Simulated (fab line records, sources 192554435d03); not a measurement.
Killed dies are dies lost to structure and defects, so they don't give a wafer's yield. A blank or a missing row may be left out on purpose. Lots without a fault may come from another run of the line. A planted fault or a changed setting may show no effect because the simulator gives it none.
Which tool did it? | flow n5_finfet | 21 lots, 63 wafers sampled, at 6 steps of a route of 1938

WHAT THE GAUGES READ, wafer by wafer
The record holds no reading of a measuring or inspecting step that can be judged against a usual standard deviation.

WHICH TOOL RAN EACH LOT (tool, then ch and the chambers of the sampled wafers, then the start)
lot  | N5_PMOS_HMC_CHANNEL_EPI_STRIP_33  | N5_PMOS_HMC_CHANNEL_EPI_EPI_26 | N5_FIN_SAQP_SPACER1_ETCHBACK_25   | N5_FIN_SAQP_SPACER2_ETCHBACK_29   | N5_FIN_SAQP_HM_CD_35   | N5_FIN_CUT_ETCH_20
L074 | rie_diel-03 ch 0,1,3, day 1 18:02 | epi_rpcvd-03 ch 0, day 1 20:23 | rie_diel-02 ch 0,1,3, day 2 00:29 | rie_diel-02 ch 0,1, day 2 02:02   | cd_sem-03, day 2 02:31 | rie_diel-03 ch 1,2, day 2 03:20
L075 | rie_diel-01 ch 1,3, day 1 23:48   | epi_rpcvd-04 ch 0, day 2 02:07 | rie_diel-05 ch 0,1,3, day 2 05:42 | rie_diel-05 ch 2,3, day 2 07:26   | cd_sem-01, day 2 08:09 | rie_diel-03 ch 0,2, day 2 09:04
L076 | rie_diel-01 ch 0,1, day 2 05:31   | epi_rpcvd-03 ch 0, day 2 08:10 | rie_diel-05 ch 2,3, day 2 12:28   | rie_diel-02 ch 1,3, day 2 14:01   | cd_sem-01, day 2 14:28 | rie_diel-04 ch 0,2,3, day 2 15:53
L077 | rie_diel-01 ch 1,2, day 2 12:46   | epi_rpcvd-02 ch 0, day 2 15:13 | rie_diel-06 ch 0,3, day 2 19:01   | rie_diel-05 ch 0,2,3, day 2 20:54 | cd_sem-01, day 2 21:22 | rie_diel-03 ch 0,2,3, day 3 02:58
L078 | rie_diel-04 ch 0,1,3, day 2 17:45 | epi_rpcvd-03 ch 0, day 2 20:10 | rie_diel-02 ch 0,1,2, day 2 23:59 | rie_diel-02 ch 0,1,2, day 3 01:33 | cd_sem-01, day 3 02:01 | rie_diel-01 ch 0,2,3, day 3 03:11
L079 | rie_diel-01 ch 1,2, day 2 23:53   | epi_rpcvd-02 ch 0, day 3 02:45 | rie_diel-06 ch 1,3, day 3 06:22   | rie_diel-05 ch 0,1, day 3 08:18   | cd_sem-02, day 3 08:46 | rie_diel-04 ch 1,2,3, day 3 09:41
L080 | rie_diel-03 ch 1,2,3, day 3 05:32 | epi_rpcvd-04 ch 0, day 3 08:20 | rie_diel-05 ch 1,2, day 3 13:11   | rie_diel-02 ch 0,2,3, day 3 14:44 | cd_sem-02, day 3 15:12 | rie_diel-03 ch 0,1,3, day 3 16:08
L081 | rie_diel-03 ch 1,2,3, day 3 11:49 | epi_rpcvd-02 ch 0, day 3 14:05 | rie_diel-02 ch 0,2, day 3 17:49   | rie_diel-02 ch 0,1,3, day 3 19:25 | cd_sem-03, day 3 19:53 | rie_diel-01 ch 1,2,3, day 3 20:49
L082 | rie_diel-04 ch 1,2,3, day 3 17:25 | epi_rpcvd-04 ch 0, day 3 19:42 | rie_diel-06 ch 1,3, day 4 00:30   | rie_diel-05 ch 0,2,3, day 4 02:04 | cd_sem-02, day 4 02:32 | rie_diel-01 ch 1,2,3, day 4 03:27
L083 | rie_diel-04 ch 0,1,3, day 3 23:56 | epi_rpcvd-03 ch 0, day 4 02:10 | rie_diel-06 ch 0,1,3, day 4 07:23 | rie_diel-05 ch 0,1,2, day 4 09:46 | cd_sem-01, day 4 10:13 | rie_diel-01 ch 0,1,2, day 4 11:01
L085 | rie_diel-04 ch 0,1,3, day 4 12:49 | epi_rpcvd-03 ch 0, day 4 16:02 | rie_diel-02 ch 0,3, day 4 20:46   | rie_diel-02 ch 0,2, day 4 22:28   | cd_sem-03, day 4 22:55 | rie_diel-04 ch 0,1,3, day 4 23:47
L086 | rie_diel-01 ch 0,2, day 4 18:13   | epi_rpcvd-03 ch 0, day 4 20:29 | rie_diel-02 ch 0,2,3, day 5 01:18 | rie_diel-05 ch 0,2, day 5 03:38   | cd_sem-02, day 5 04:16 | rie_diel-01 ch 2,3, day 5 05:04
L087 | rie_diel-03 ch 2,3, day 4 23:34   | epi_rpcvd-03 ch 0, day 5 01:52 | rie_diel-06 ch 2,3, day 5 06:17   | rie_diel-06 ch 1,2, day 5 08:44   | cd_sem-02, day 5 09:12 | rie_diel-04 ch 2,3, day 5 11:02
L088 | rie_diel-03 ch 0,1,3, day 5 05:20 | epi_rpcvd-02 ch 0, day 5 08:14 | rie_diel-02 ch 1,3, day 5 13:25   | rie_diel-06 ch 2,3, day 5 14:59   | cd_sem-03, day 5 15:28 | rie_diel-03 ch 1,2,3, day 5 16:23
L090 | rie_diel-03 ch 1,2,3, day 5 17:38 | epi_rpcvd-03 ch 0, day 5 19:52 | rie_diel-05 ch 0,1, day 6 01:12   | rie_diel-02 ch 0,1,2, day 6 03:32 | cd_sem-03, day 6 04:00 | rie_diel-04 ch 0,1, day 6 04:59
L091 | rie_diel-04 ch 0,1, day 5 23:34   | epi_rpcvd-02 ch 0, day 6 02:13 | rie_diel-05 ch 0,1,3, day 6 06:22 | rie_diel-02 ch 1,2, day 6 07:56   | cd_sem-02, day 6 08:28 | rie_diel-03 ch 0,1, day 6 09:23
L092 | rie_diel-01 ch 0,1,2, day 6 06:13 | epi_rpcvd-04 ch 0, day 6 08:53 | rie_diel-02 ch 0,2, day 6 12:29   | rie_diel-06 ch 0,1,2, day 6 14:11 | cd_sem-02, day 6 14:39 | rie_diel-04 ch 0,1, day 6 15:27
L094 | rie_diel-03 ch 0,1, day 6 17:05   | epi_rpcvd-03 ch 0, day 6 19:20 | rie_diel-05 ch 0,2, day 6 23:42   | rie_diel-06 ch 0,1, day 7 01:15   | cd_sem-02, day 7 01:43 | rie_diel-03 ch 0,2, day 7 02:38
L095 | rie_diel-04 ch 2,3, day 6 23:13   | epi_rpcvd-02 ch 0, day 7 01:28 | rie_diel-05 ch 0,1,3, day 7 05:10 | rie_diel-05 ch 1,2,3, day 7 07:32 | cd_sem-02, day 7 07:59 | rie_diel-03 ch 0,1,2, day 7 08:52
L096 | rie_diel-03 ch 0,2,3, day 7 05:21 | epi_rpcvd-03 ch 0, day 7 07:35 | rie_diel-06 ch 1,2,3, day 7 11:22 | rie_diel-02 ch 2,3, day 7 12:55   | cd_sem-02, day 7 13:25 | rie_diel-04 ch 0,1, day 7 14:13
L097 | rie_diel-04 ch 1,3, day 7 11:32   | epi_rpcvd-02 ch 0, day 7 13:46 | rie_diel-02 ch 0,3, day 7 17:39   | rie_diel-05 ch 1,3, day 7 19:19   | cd_sem-02, day 7 19:46 | rie_diel-04 ch 0,1,3, day 7 20:45
- N5_PMOS_HMC_CHANNEL_EPI_STRIP_33: strips in N2/H2.
- N5_PMOS_HMC_CHANNEL_EPI_EPI_26: deposits Si from SiH4/H2, target thk 3.8 nm, time 22.7 s.
- N5_FIN_SAQP_SPACER1_ETCHBACK_25: etches SiO2 in CHF3/O2, target depth 24.4 nm, time 12.2 s.
- N5_FIN_SAQP_SPACER2_ETCHBACK_29: etches SiO2 in CHF3/O2, target depth 12.2 nm, time 6.1 s.
- N5_FIN_SAQP_HM_CD_35: target cd 8 nm.
- N5_FIN_CUT_ETCH_20: etches SiARC in CF4, target depth 26 nm, time 43.3 s.

WHAT THE TOOLS THEMSELVES READ (means of the sampled wafers that have a number; where no wafer has one, the mark that the record gives instead)
N5_PMOS_HMC_CHANNEL_EPI_STRIP_33.
lot  | tool        | bias_power_w (W) | drypump_motor_current_A (A) | oes_product_au (a.u.) | rf_vpp_V (V) | showerhead_plenum_p_Torr (Torr) | throttle_valve_pct (%)
L074 | rie_diel-03 | 8.009            | 5.8                         | 0.81                  | 53.3         | 3.40                            | 18.8
L075 | rie_diel-01 | 7.997            | 6.2                         | 0.76                  | 54.1         | 3.34                            | 19.1
L076 | rie_diel-01 | 7.987            | 6.2                         | 0.73                  | 54.5         | 3.28                            | 19.0
L077 | rie_diel-01 | 8.002            | 5.9                         | 0.78                  | 54.1         | 3.42                            | 19.0
L078 | rie_diel-04 | 8.000            | 6.0                         | 0.77                  | 54.7         | 3.38                            | 19.2
L079 | rie_diel-01 | 7.970            | 5.9                         | 0.77                  | 53.1         | 3.42                            | 19.0
L080 | rie_diel-03 | 7.993            | 5.7                         | 0.82                  | 54.8         | 3.43                            | 18.8
L081 | rie_diel-03 | 7.991            | 5.7                         | 0.81                  | 52.7         | 3.43                            | 18.8
L082 | rie_diel-04 | 8.015            | 5.8                         | 0.76                  | 54.3         | 3.33                            | 19.4
L083 | rie_diel-04 | 8.006            | 6.0                         | 0.77                  | 53.5         | 3.38                            | 19.2
L085 | rie_diel-04 | 7.980            | 6.0                         | 0.77                  | 52.7         | 3.38                            | 19.2
L086 | rie_diel-01 | 7.988            | 6.0                         | 0.73                  | 53.3         | 3.39                            | 18.7
L087 | rie_diel-03 | 7.968            | 5.3                         | 0.82                  | 54.6         | 3.43                            | 18.9
L088 | rie_diel-03 | 8.000            | 5.8                         | 0.79                  | 53.9         | 3.39                            | 18.9
L090 | rie_diel-03 | 7.998            | 5.7                         | 0.80                  | 54.5         | 3.42                            | 18.8
L091 | rie_diel-04 | 8.007            | 6.0                         | 0.75                  | 53.3         | 3.41                            | 19.1
L092 | rie_diel-01 | 7.993            | 6.0                         | 0.73                  | 54.4         | 3.35                            | 18.9
L094 | rie_diel-03 | 8.029            | 5.4                         | 0.74                  | 55.1         | 3.41                            | 19.1
L095 | rie_diel-04 | 8.005            | 5.4                         | 0.72                  | 54.4         | 3.34                            | 19.2
L096 | rie_diel-03 | 7.997            | 5.4                         | 0.80                  | 53.7         | 3.38                            | 18.9
L097 | rie_diel-04 | 7.998            | 6.1                         | 0.78                  | 53.7         | 3.30                            | 19.7

N5_PMOS_HMC_CHANNEL_EPI_EPI_26.
lot  | tool         | throttle_valve_pct (%)
L074 | epi_rpcvd-03 | 11.6
L075 | epi_rpcvd-04 | 11.3
L076 | epi_rpcvd-03 | 11.6
L077 | epi_rpcvd-02 | 10.9
L078 | epi_rpcvd-03 | 11.5
L079 | epi_rpcvd-02 | 10.6
L080 | epi_rpcvd-04 | 11.1
L081 | epi_rpcvd-02 | 10.8
L082 | epi_rpcvd-04 | 11.3
L083 | epi_rpcvd-03 | 11.4
L085 | epi_rpcvd-03 | 11.7
L086 | epi_rpcvd-03 | 11.5
L087 | epi_rpcvd-03 | 11.6
L088 | epi_rpcvd-02 | 10.8
L090 | epi_rpcvd-03 | 11.4
L091 | epi_rpcvd-02 | 10.8
L092 | epi_rpcvd-04 | 11.2
L094 | epi_rpcvd-03 | 11.6
L095 | epi_rpcvd-02 | 10.9
L096 | epi_rpcvd-03 | 11.6
L097 | epi_rpcvd-02 | 10.7

N5_FIN_SAQP_SPACER1_ETCHBACK_25.
lot  | tool        | drypump_motor_current_A (A) | oes_o_777_au (a.u.) | oes_product_au (a.u.) | rf_vpp_V (V) | showerhead_plenum_p_Torr (Torr) | throttle_valve_pct (%)
L074 | rie_diel-02 | 5.5                         | 0.72                | 0.71                  | 517          | 2.39                            | 19.05
L075 | rie_diel-05 | 5.6                         | 0.74                | 0.74                  | 520          | 2.43                            | 19.01
L076 | rie_diel-05 | 5.4                         | 0.71                | 0.71                  | 522          | 2.43                            | 18.92
L077 | rie_diel-06 | 5.8                         | 0.75                | 0.74                  | 517          | 2.43                            | 18.96
L078 | rie_diel-02 | 5.3                         | 0.81                | 0.81                  | 515          | 2.45                            | 18.94
L079 | rie_diel-06 | 5.8                         | 0.84                | 0.82                  | 514          | 2.43                            | 18.78
L080 | rie_diel-05 | 5.4                         | 0.74                | 0.75                  | 521          | 2.40                            | 18.98
L081 | rie_diel-02 | 5.4                         | 0.80                | 0.79                  | 515          | 2.47                            | 19.00
L082 | rie_diel-06 | 5.7                         | 0.87                | 0.88                  | 516          | 2.45                            | 18.69
L083 | rie_diel-06 | 5.8                         | 0.88                | 0.89                  | 520          | 2.44                            | 18.75
L085 | rie_diel-02 | 5.6                         | 0.71                | 0.70                  | 517          | 2.41                            | 19.15
L086 | rie_diel-02 | 5.8                         | 0.77                | 0.76                  | 514          | 2.40                            | 19.00
L087 | rie_diel-06 | 6.1                         | 0.72                | 0.74                  | 532          | 2.40                            | 18.96
L088 | rie_diel-02 | 5.4                         | 0.69                | 0.69                  | 519          | 2.35                            | 19.04
L090 | rie_diel-05 | 5.9                         | 0.74                | 0.74                  | 523          | 2.40                            | 19.06
L091 | rie_diel-05 | 5.7                         | 0.79                | 0.81                  | 518          | 2.42                            | 18.93
L092 | rie_diel-02 | 5.4                         | 0.77                | 0.76                  | 514          | 2.46                            | 19.04
L094 | rie_diel-05 | 5.8                         | 0.71                | 0.70                  | 526          | 2.40                            | 18.97
L095 | rie_diel-05 | 5.6                         | 0.78                | 0.80                  | 519          | 2.41                            | 18.95
L096 | rie_diel-06 | 5.9                         | 0.76                | 0.77                  | 524          | 2.41                            | 18.86
L097 | rie_diel-02 | 5.6                         | 0.78                | 0.78                  | 520          | 2.49                            | 19.03

N5_FIN_SAQP_SPACER2_ETCHBACK_29.
lot  | tool        | drypump_motor_current_A (A) | oes_o_777_au (a.u.) | oes_product_au (a.u.) | rf_vpp_V (V) | showerhead_plenum_p_Torr (Torr) | throttle_valve_pct (%)
L074 | rie_diel-02 | 5.1                         | 0.73                | 0.74                  | 518          | 2.44                            | 19.01
L075 | rie_diel-05 | 5.4                         | 0.71                | 0.71                  | 521          | 2.43                            | 18.92
L076 | rie_diel-02 | 5.9                         | 0.71                | 0.70                  | 519          | 2.32                            | 19.04
L077 | rie_diel-05 | 5.7                         | 0.72                | 0.71                  | 522          | 2.43                            | 18.96
L078 | rie_diel-02 | 5.3                         | 0.80                | 0.80                  | 515          | 2.45                            | 18.94
L079 | rie_diel-05 | 5.7                         | 0.76                | 0.76                  | 521          | 2.40                            | 19.03
L080 | rie_diel-02 | 5.8                         | 0.78                | 0.78                  | 515          | 2.40                            | 18.98
L081 | rie_diel-02 | 5.5                         | 0.71                | 0.71                  | 517          | 2.38                            | 19.08
L082 | rie_diel-05 | 5.7                         | 0.82                | 0.82                  | 522          | 2.43                            | 18.87
L083 | rie_diel-05 | 5.7                         | 0.74                | 0.74                  | 524          | 2.40                            | 18.99
L085 | rie_diel-02 | 5.4                         | 0.78                | 0.78                  | 514          | 2.47                            | 19.02
L086 | rie_diel-05 | 6.0                         | 0.74                | 0.73                  | 527          | 2.41                            | 19.01
L087 | rie_diel-06 | 5.9                         | 0.82                | 0.84                  | 527          | 2.44                            | 18.75
L088 | rie_diel-06 | 6.0                         | 0.75                | 0.73                  | 520          | 2.40                            | 18.92
L090 | rie_diel-02 | 5.3                         | 0.77                | 0.77                  | 515          | 2.44                            | 18.98
L091 | rie_diel-02 | 5.3                         | 0.76                | 0.76                  | 516          | 2.41                            | 18.93
L092 | rie_diel-06 | 6.0                         | 0.81                | 0.84                  | 529          | 2.43                            | 18.80
L094 | rie_diel-06 | 5.8                         | 0.87                | 0.89                  | 523          | 2.46                            | 18.68
L095 | rie_diel-05 | 5.4                         | 0.77                | 0.78                  | 519          | 2.41                            | 18.90
L096 | rie_diel-02 | 6.0                         | 0.90                | 0.89                  | 516          | 2.48                            | 18.72
L097 | rie_diel-05 | 5.3                         | 0.83                | 0.84                  | 515          | 2.43                            | 18.81

N5_FIN_SAQP_HM_CD_35.
lot  | tool      | cd_nm (nm)
L074 | cd_sem-03 | 7.96
L075 | cd_sem-01 | 8.02
L076 | cd_sem-01 | 8.00
L077 | cd_sem-01 | 8.32
L078 | cd_sem-01 | 8.10
L079 | cd_sem-02 | 7.83
L080 | cd_sem-02 | 8.18
L081 | cd_sem-03 | 7.86
L082 | cd_sem-02 | 8.20
L083 | cd_sem-01 | 8.06
L085 | cd_sem-03 | 8.08
L086 | cd_sem-02 | 7.97
L087 | cd_sem-02 | 7.93
L088 | cd_sem-03 | 8.02
L090 | cd_sem-03 | 8.11
L091 | cd_sem-02 | 8.15
L092 | cd_sem-02 | 8.09
L094 | cd_sem-02 | 7.89
L095 | cd_sem-02 | 8.15
L096 | cd_sem-02 | 8.26
L097 | cd_sem-02 | 7.97

N5_FIN_CUT_ETCH_20.
lot  | tool        | cf4_flow_sccm (sccm) | drypump_motor_current_A (A) | etch_rf_on_time_s (s) | oes_product_au (a.u.) | rf_vpp_V (V) | showerhead_plenum_p_Torr (Torr) | throttle_valve_pct (%)
L074 | rie_diel-03 | 99.9                 | 5.6                         | 45.0                  | 0.65                  | 184.8        | 2.23                            | 15.77
L075 | rie_diel-03 | 100.0                | 4.8                         | 43.6                  | 0.67                  | 184.1        | 2.21                            | 15.87
L076 | rie_diel-04 | 99.8                 | 5.7                         | 43.4                  | 0.63                  | 183.7        | 2.16                            | 15.64
L077 | rie_diel-03 | 99.9                 | 5.4                         | 42.9                  | 0.70                  | 183.7        | 2.16                            | 15.71
L078 | rie_diel-01 | 100.0                | 6.0                         | 43.3                  | 0.65                  | 184.9        | 2.19                            | 15.53
L079 | rie_diel-04 | 100.1                | 5.8                         | 43.6                  | 0.66                  | 184.2        | 2.11                            | 15.77
L080 | rie_diel-03 | 100.1                | 5.8                         | 43.0                  | 0.69                  | 184.5        | 2.15                            | 15.63
L081 | rie_diel-01 | 100.0                | 6.1                         | 42.9                  | 0.66                  | 184.2        | 2.18                            | 15.62
L082 | rie_diel-01 | 99.9                 | 6.1                         | 42.9                  | 0.65                  | 184.7        | 2.18                            | 15.62
L083 | rie_diel-01 | 99.6                 | 6.0                         | 44.3                  | 0.63                  | 183.6        | 2.13                            | 15.68
L085 | rie_diel-04 | 99.8                 | 6.0                         | 43.3                  | 0.65                  | 183.9        | 2.14                            | 15.66
L086 | rie_diel-01 | 100.2                | 6.0                         | 42.0                  | 0.67                  | 185.3        | 2.23                            | 15.51
L087 | rie_diel-04 | 99.8                 | 5.7                         | 43.7                  | 0.63                  | 184.0        | 2.13                            | 15.75
L088 | rie_diel-03 | 99.9                 | 5.7                         | 43.3                  | 0.68                  | 185.7        | 2.18                            | 15.71
L090 | rie_diel-04 | 99.7                 | 6.0                         | 43.6                  | 0.63                  | 184.1        | 2.16                            | 15.61
L091 | rie_diel-03 | 100.2                | 5.7                         | 44.0                  | 0.63                  | 184.2        | 2.19                            | 15.80
L092 | rie_diel-04 | 100.3                | 6.0                         | 43.7                  | 0.66                  | 183.6        | 2.12                            | 15.74
L094 | rie_diel-03 | 99.9                 | 4.8                         | 44.1                  | 0.64                  | 184.2        | 2.20                            | 15.92
L095 | rie_diel-03 | 99.9                 | 5.3                         | 44.1                  | 0.64                  | 185.5        | 2.19                            | 15.87
L096 | rie_diel-04 | 99.9                 | 6.0                         | 43.7                  | 0.65                  | 184.2        | 2.12                            | 15.76
L097 | rie_diel-04 | 100.2                | 6.0                         | 44.3                  | 0.63                  | 184.0        | 2.13                            | 15.71

THE ANSWER, worked out from the rows above alone
Rule: what is usual is taken from the lots themselves. Put in order of their means at a reading, lots are off if they are a third of the lots or fewer, leave a main group of 4 or more, and stand apart from it by a gap of 3 or more times the standard deviation of the main group's means; of several such gaps the widest counts. A main group whose means are all the same, to the digits that the tables above print for the reading, isn't used. A lot without any number at a reading at which 4 lots or more have one is off too. The other lots that the step has rows for count as sound. The gauges are gone through in route order, then the tools' own readings, and for those a lot's mean is taken as printed above. The first step at which some lot is off is used, and at that step the reading that is off furthest; a lot without a number counts as furthest.
No lot is off at any reading shown: from this, nothing can be told.

WHAT THE SIMULATOR HAD PUT IN
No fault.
